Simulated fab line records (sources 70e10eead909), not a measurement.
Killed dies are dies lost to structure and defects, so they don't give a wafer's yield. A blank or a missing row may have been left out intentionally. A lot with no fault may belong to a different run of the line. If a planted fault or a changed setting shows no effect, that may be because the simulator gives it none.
Matching of chambers | flow nand harc | cmp-01 running NHARC_A_CHANNEL_FILL_D1_CMP_10: 4 sister chambers
The step polishes, target thk 150 nm. 8 wafers are shown with their chamber, then 9 later ones without.

## WAFERS PAIRED WITH THEIR CHAMBERS
wafer  | chamber | motor current A (A) | time to endpoint s (s)
L085.2 | 1       | 11.3                | 16.0
L085.3 | 2       | 10.8                | 18.6
L086.4 | 3       | 11.5                | 16.2
L086.5 | 0       | 11.7                | 15.6
L086.6 | 1       | 11.5                | 17.0
L091.3 | 0       | 12.4                | 12.7
L091.4 | 3       | 11.3                | 12.7
L091.5 | 2       | 12.0                | 12.9

## WAFERS WITHOUT THEIR CHAMBER
wafer  | motor current A (A) | time to endpoint s (s)
L092.3 | 11.9                | 14.1
L092.4 | 12.4                | 14.3
L092.5 | 11.4                | 13.5
L096.2 | 11.9                | 14.3
L096.4 | 10.7                | 14.9
L096.5 | 11.9                | 15.0
L097.1 | 11.8                | 10.5
L097.3 | 11.4                | 13.1
L097.5 | 12.1                | 13.0

## WHICH CHAMBER EACH WENT THROUGH
wafer  | from the rows above               | in truth
L092.3 | can't be placed: 0 or 3 or 2 or 1 | 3
L092.4 | can't be placed: 0 or 3 or 2 or 1 | 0
L092.5 | can't be placed: 3 or 2 or 1 or 0 | 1
L096.2 | can't be placed: 0 or 3 or 2 or 1 | 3
L096.4 | can't be placed: 3 or 2 or 1 or 0 | 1
L096.5 | can't be placed: 0 or 3 or 2 or 1 | 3
L097.1 | can't be placed: 0 or 3 or 2 or 1 | 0
L097.3 | can't be placed: 3 or 2 or 1 or 0 | 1
L097.5 | can't be placed: 0 or 3 or 2 or 1 | 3
Correct placement for 0 of the 9. These rows do not allow placing 9 (true chamber among the candidates in 9). Placed wrongly: 0.
How it was worked out, from the rows above alone: a wafer's distance from a chamber is the root of the sum, over the readings, of the square of ((its reading less the chamber's mean) divided by the reading's scatter). The wafer belongs to the nearest chamber; if the next one is less than 2 further off, it can't be placed. The mean given for a chamber averages the wafers shown for that chamber. The scatter: the root of (the sum of the squares of (reading less its chamber's mean) over the shown wafers, divided by (wafers less chambers)).
